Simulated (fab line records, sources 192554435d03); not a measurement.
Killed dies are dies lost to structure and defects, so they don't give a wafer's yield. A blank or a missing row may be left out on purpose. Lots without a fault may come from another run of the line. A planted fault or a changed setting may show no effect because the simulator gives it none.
Split-lot experiment | flow n5_finfet | 7 lots, 39 wafers read, on a route of 1938 steps

THE SPLIT
At N5_BEOL_M7_DESCUM_33 (chemistry O2, time 7 s), the setting time_s was moved away from the recipe's 7 s on 15 of the 39 wafers read, by -57.2% to +55.4%. The other wafers ran this setting at the recipe's value.

The file shows no step between the split and the reading.

THE READING
CAR-EUV_of_BEOL_M7_COAT_22.thk_nm (the simulator's own value, which no gauge read), in nm, at N5_BEOL_M7_ETCH_72 (etches underlayer in N2/H2, target depth 6.5 nm, time 5.2 s). The file gives no usual value for it. The 24 wafers here that ran the recipe average 20.3 nm, standard deviation 0.094 nm.

wafer  | tool, chamber at the split | time_s as run, s | against the recipe | CAR-EUV_of_BEOL_M7_COAT_22.thk_nm, nm | against lot-mates on the recipe
L076.1 | rie_diel-03, 3,1           | 7                | recipe             | 20.4                                  | -
L076.3 | rie_diel-03, 0             | 7                | recipe             | 20.4                                  | -
L076.2 | rie_diel-03, 3,1           | 7                | recipe             | 20.2                                  | -
L076.4 | rie_diel-03, 2             | 5.724            | -18.2%             | 21                                    | +0.7
L076.5 | rie_diel-03, 3,0           | 5.724            | -18.2%             | 21                                    | +0.7
L076.6 | rie_diel-03, 3,0           | 5.724            | -18.2%             | 21                                    | +0.7
L079.2 | rie_diel-02, 3             | 7                | recipe             | 20.4                                  | -
L079.6 | rie_diel-02, 0             | 7                | recipe             | 20.4                                  | -
L079.4 | rie_diel-02, 0             | 7                | recipe             | 20.2                                  | -
L084.1 | rie_diel-03, 3             | 7                | recipe             | 20.2                                  | -
L084.2 | rie_diel-03, 0,1,0,1       | 7                | recipe             | 20.2                                  | -
L084.3 | rie_diel-03, 0,1,0,1       | 7                | recipe             | 20.2                                  | -
L084.4 | rie_diel-03, 0,1,0,1       | 7                | recipe             | 20.2                                  | -
L084.5 | rie_diel-03, 3             | 7                | recipe             | 20.2                                  | -
L084.6 | rie_diel-03, 0,1,0,1       | 7                | recipe             | 20.2                                  | -
L087.1 | rie_diel-03, 1,3,2         | 7                | recipe             | 20.2                                  | -
L087.5 | rie_diel-03, 1,3,2         | 7                | recipe             | 20.2                                  | -
L087.2 | rie_diel-03, 2             | 10.88            | +55.4%             | 18.4                                  | -1.9
L087.4 | rie_diel-03, 0,3           | 10.88            | +55.4%             | 18.4                                  | -1.9
L087.6 | rie_diel-03, 0,3           | 10.88            | +55.4%             | 18.4                                  | -1.9
L087.3 | rie_diel-03, 1,3,2         | 7                | recipe             | 20.4                                  | -
L092.1 | rie_diel-03, 1,2,0         | 2.993            | -57.2%             | 22.2                                  | +2.0
L092.3 | rie_diel-03, 1,2,0         | 2.993            | -57.2%             | 22.2                                  | +2.0
L092.6 | rie_diel-03, 1,2,0         | 2.993            | -57.2%             | 22.2                                  | +2.0
L092.2 | rie_diel-03, 3,0           | 7                | recipe             | 20.2                                  | -
L092.4 | rie_diel-03, 3,0           | 7                | recipe             | 20.2                                  | -
L092.5 | rie_diel-03, 1             | 7                | recipe             | 20.2                                  | -
L090.1 | rie_diel-03, 0             | 10.24            | +46.3%             | 19                                    | -1.3
L090.2 | rie_diel-03, 3,1           | 10.24            | +46.3%             | 18.6                                  | -1.7
L090.3 | rie_diel-03, 1,0           | 7                | recipe             | 20.2                                  | -
L090.4 | rie_diel-03, 2             | 7                | recipe             | 20.2                                  | -
L090.5 | rie_diel-03, 1,0           | 7                | recipe             | 20.4                                  | -
L090.6 | rie_diel-03, 3,1           | 10.24            | +46.3%             | 18.8                                  | -1.5
L095.1 | rie_diel-03, 3,2           | 3.806            | -45.6%             | 22                                    | +1.7
L095.3 | rie_diel-03, 3,2           | 3.806            | -45.6%             | 22                                    | +1.7
L095.4 | rie_diel-03, 0             | 3.806            | -45.6%             | 22                                    | +1.7
L095.2 | rie_diel-03, 1,1,2         | 7                | recipe             | 20.4                                  | -
L095.5 | rie_diel-03, 1,1,2         | 7                | recipe             | 20.4                                  | -
L095.6 | rie_diel-03, 1,1,2         | 7                | recipe             | 20.2                                  | -
Where a row lists several chambers, the file gives one row for several wafers and doesn't say which wafer went through which chamber.

THE FIT
A straight line over all 39 wafers: CAR-EUV_of_BEOL_M7_COAT_22.thk_nm changes by -0.0343 nm for each +1% of time_s; r = -0.99; the points scatter about the line by 0.11 nm.
The same after taking each lot's own level away (the mean of its wafers on the recipe; 39 wafers): -0.0343 nm for each +1%; r = -1.00; scatter 0.086 nm.
On that fit, the largest move of time_s shifts the reading by 2 nm.
The lots' own levels span 20.20 to 20.33 nm, that is 1.4 times the standard deviation above.
So the lot-to-lot level changes the slope little: the two slopes agree.
Check: with one of the wafers moved furthest among these (-57.2%) left out of the fit, the line predicts +1.98 nm for it against its lot-mates. It came out at +2 nm against them.

OTHER SPLITS ON THESE WAFERS
These wafers also went through other splits before the reading. Each is held against what the fit with the lots' levels taken away leaves over:
other split on the same wafers           | wafers away from the commonest value | r with CAR-EUV_of_BEOL_M7_COAT_22.thk_nm (lot level and that fit taken away)
N5_PMOS_HMC_CHANNEL_EPI_HM_DEP_34 time_s | 15                                   | -0.03
N5_SD_EPI_P_EPI_21 epi_growth_time_s     | 18                                   | -0.14
N5_MOL_CONTACT_COAG_ALD_27 time_s        | 15                                   | +0.11

THE WHOLE CHAIN: every reading that the file lists as answering this split, in the file's order
step                 | what it does                                                | reading                                                                            | change (the file's fit)                | r (the file's)
N5_BEOL_M7_DESCUM_33 | chemistry O2, time 7 s                                      | CAR-EUV_of_BEOL_M7_COAT_22.thk_nm (the simulator's own value, which no gauge read) | -0.0345 nm for each +1% of the setting | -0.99
N5_BEOL_M7_ETCH_72   | etches underlayer in N2/H2, target depth 6.5 nm, time 5.2 s | CAR-EUV_of_BEOL_M7_COAT_22.thk_nm (the simulator's own value, which no gauge read) | -0.0343 nm for each +1% of the setting | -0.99

THE FILE'S OWN FIT
CAR-EUV_of_BEOL_M7_COAT_22.thk_nm changes by -0.0343 nm for each +1% of time_s, r = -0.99.
